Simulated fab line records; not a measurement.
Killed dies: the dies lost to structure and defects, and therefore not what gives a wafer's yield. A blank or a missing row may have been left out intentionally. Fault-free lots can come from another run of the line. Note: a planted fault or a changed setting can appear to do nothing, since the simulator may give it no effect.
Chamber matching || flow nandHarc || NHARC_A_STAIRCASE_CMP_450 on cmp-02: 4 sister chambers
The step polishes SiO2, target thk 200 nm. 8 wafers are shown with their chamber, then 8 later ones without.

WAFERS PAIRED WITH THEIR CHAMBERS
{"wafer": "L078.5", "chamber": 3, "motorCurrentA (A)": 14.5}
{"wafer": "L083.2", "chamber": 3, "motorCurrentA (A)": 13.1}
{"wafer": "L083.5", "chamber": 0, "motorCurrentA (A)": 11.6}
{"wafer": "L082.1", "chamber": 0, "motorCurrentA (A)": 12.2}
{"wafer": "L082.5", "chamber": 1, "motorCurrentA (A)": 11.4}
{"wafer": "L088.1", "chamber": 1, "motorCurrentA (A)": 11.4}
{"wafer": "L088.5", "chamber": 2, "motorCurrentA (A)": 12.6}
{"wafer": "L086.1", "chamber": 2, "motorCurrentA (A)": 12.5}

WAFERS WHOSE CHAMBER IS MISSING
{"wafer": "L086.2", "motorCurrentA (A)": 12.4}
{"wafer": "L086.6", "motorCurrentA (A)": 12.3}
{"wafer": "L090.1", "motorCurrentA (A)": 12.4}
{"wafer": "L090.4", "motorCurrentA (A)": 11.9}
{"wafer": "L090.6", "motorCurrentA (A)": 13.1}
{"wafer": "L097.3", "motorCurrentA (A)": 14.8}
{"wafer": "L097.4", "motorCurrentA (A)": 12.5}
{"wafer": "L097.6", "motorCurrentA (A)": 11.1}

THE CHAMBER EACH PASSED THROUGH
{"wafer": "L086.2", "from the rows above": "can't be placed: 2 or 0 or 1", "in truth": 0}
{"wafer": "L086.6", "from the rows above": "can't be placed: 2 or 0 or 1", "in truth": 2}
{"wafer": "L090.1", "from the rows above": "can't be placed: 2 or 0 or 1", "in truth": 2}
{"wafer": "L090.4", "from the rows above": "can't be placed: 0 or 1 or 2", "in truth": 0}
{"wafer": "L090.6", "from the rows above": "can't be placed: 2 or 3 or 0", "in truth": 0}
{"wafer": "L097.3", "from the rows above": 3, "in truth": 3}
{"wafer": "L097.4", "from the rows above": "can't be placed: 2 or 0 or 1", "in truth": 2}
{"wafer": "L097.6", "from the rows above": "can't be placed: 1 or 0", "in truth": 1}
Correctly placed: 1 of 8. Cannot be placed on the basis of these rows: 7; the candidates contain the true chamber in 7. 0 placed wrongly.
How it was worked out, from the rows above alone: a wafer's distance from a chamber is the root of the sum, over the readings, of the square of ((its reading less the chamber's mean) divided by the reading's scatter). If the next closest chamber is less than 2 further off than the closest, the wafer can't be placed; otherwise it belongs to the closest. Each chamber's mean is taken over the wafers shown for it. The scatter: the root of (the sum of the squares of (reading less its chamber's mean) over the shown wafers, divided by (wafers less chambers)).
